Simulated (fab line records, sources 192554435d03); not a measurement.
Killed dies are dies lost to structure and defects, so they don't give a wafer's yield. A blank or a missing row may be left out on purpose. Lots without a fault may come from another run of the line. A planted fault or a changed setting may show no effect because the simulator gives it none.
A struck lot beside a sound one | flow n5_finfet | 13 steps out of a route of 1938
Sound: wafers L546.3, L546.5, L546.6. Struck: wafers L559.1, L559.4, L559.6. The cause comes at the end.
At each step with rows: each side's tool, then ch and its chambers, then its first start. Under that, the readings that differ: sound wafers | struck wafers | difference of the means | sigmas: that difference in standard deviations of wafers without a fault.
alike: readings whose means differ by less than 2 such deviations, and words and numbers that are the same on both sides. not compared: withheld readings, readings that some wafer has no value for, bounds like >300 that may hide the same value, and numbers for which the record gives no deviation and whose values overlap.
The two part at a step that has a row with sigmas, a row that says differs or no value, or rows on one side only. Numbers that don't overlap but have no deviation are shown without sigmas and don't part them. A reading that every wafer of one side lacks parts them only if that side has two wafers or more.

first, 9 steps without rows for these wafers: N5_BEOL_M0_SAQP_PEB_12 (peb time 60 s); N5_BEOL_M0_SAQP_DEVELOP_13 (develop time 30 s); N5_BEOL_M0_SAQP_DESCUM_19 (chemistry O2, time 7.9 s); N5_BEOL_M0_SAQP_ETCH_83 (etches SiARC in CF4, target depth 39 nm, time 65 s); N5_BEOL_M0_SAQP_ETCH_84 (etches SOC in N2/H2, target depth 100 nm, overetch 20 nm, time 150 s); N5_BEOL_M0_SAQP_STRIP_80 (strips in N2/H2); N5_BEOL_M0_SAQP_HM_OPEN_112 (chemistry CHF3/O2, target SiO2, stops on a-Si, target depth 12 nm, time 13.5 s); N5_BEOL_M0_SAQP_STRIP_113 (strips in CHF3/O2); N5_BEOL_M0_SAQP_MANDREL_ETCH_20 (etches a-Si in HBr/Cl2, stops on SiNx, target depth 60 nm, bt time 10 s, time 30 s).
N5_BEOL_M0_SAQP_STRIP_86: strips in N2/H2.
  sound on rie_diel-03 ch 0,2, day 6 00:14; struck on rie_diel-06 ch 0,1, day 9 14:31
  no value came back on the struck wafers for any of 8 readings (bias_power_w (W), chamber_pressure_mTorr (mTorr) and others); on the sound wafers bias_power_w (W) reads 28.03 27.86 28.13
  reading                                       | sound | struck       | difference | sigmas
  model.SOC_of_BEOL_M0_SAQP_COAT_81.thk_nm (nm) | 0 0 0 | 75.6 75 75.8 | +75.5      |
  not compared: rf_hours_counter_h
then, 1 step without rows for these wafers: N5_BEOL_M0_SAQP_STRIP_115 (strips in post etch residue remover, time 60 s).
N5_BEOL_M4_RC_MEAS_101:
  the record has rows for the sound wafers here (prober-02 ch 0, day 9 04:32) and none for the struck ones
-- the record jumps here: 8 days lie between the struck wafers' starts before and after (it left off in module BEOL_M4 and takes up again in module PASSIVATION, whose first step shown is number 1936 of the route) --
N5_PASSIVATION_PROBE_49:
  the record has rows for the struck wafers here (prober-01, day 17 19:11) and none for the sound ones

WHERE THEY PART
First at N5_BEOL_M0_SAQP_STRIP_86; last, within this record, at N5_PASSIVATION_PROBE_49.

WHY: what the simulator had put in
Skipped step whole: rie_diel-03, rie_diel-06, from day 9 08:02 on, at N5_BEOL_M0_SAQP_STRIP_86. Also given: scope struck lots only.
